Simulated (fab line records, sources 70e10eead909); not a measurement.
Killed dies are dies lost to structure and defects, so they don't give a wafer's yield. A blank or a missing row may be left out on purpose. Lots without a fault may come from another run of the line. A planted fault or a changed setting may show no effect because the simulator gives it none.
Chamber matching | flow nand_harc | NHARC_P_M2_DESCUM_14 on rie_diel-10: 4 sister chambers
The step chemistry O2, time 3 s. 4 wafers are shown with their chamber, then 10 later ones without.

WAFERS WITH THEIR CHAMBER
wafer  | chamber | drypump_motor_current_A (A)
L332.5 | 0       | 5.9
L331.4 | 1       | 6.8
L330.2 | 3       | 6.3
L330.3 | 2       | 5.4

WAFERS WITHOUT THEIR CHAMBER
wafer  | drypump_motor_current_A (A)
L330.4 | 5.9
L342.1 | 5.4
L342.2 | 5.9
L342.5 | 5.4
L343.1 | 6.8
L343.4 | 5.9
L343.6 | 6.7
L345.1 | 6.7
L345.2 | 5.4
L345.4 | 6.3

WHICH CHAMBER EACH WENT THROUGH
wafer  | from the rows above | in truth
L330.4 | 0                   | 0
L342.1 | 2                   | 2
L342.2 | 0                   | 0
L342.5 | 2                   | 2
L343.1 | 1                   | 1
L343.4 | 0                   | 0
L343.6 | 1                   | 1
L345.1 | 1                   | 1
L345.2 | 2                   | 2
L345.4 | 3                   | 3
Placed correctly: 10 of 10. Can't be placed from these rows: 0. Placed wrongly: 0.
How it was worked out, from the rows above alone: a wafer's distance from a chamber is the root of the sum, over the readings, of the square of ((its reading less the chamber's mean) divided by the reading's scatter). The wafer belongs to the nearest chamber; if the next one is less than 2 further off, it can't be placed. A chamber's mean is the mean of its shown wafers. The scatter: with one shown wafer a chamber, the root of the mean of the squares of how far each hidden wafer lies from its nearest shown one.
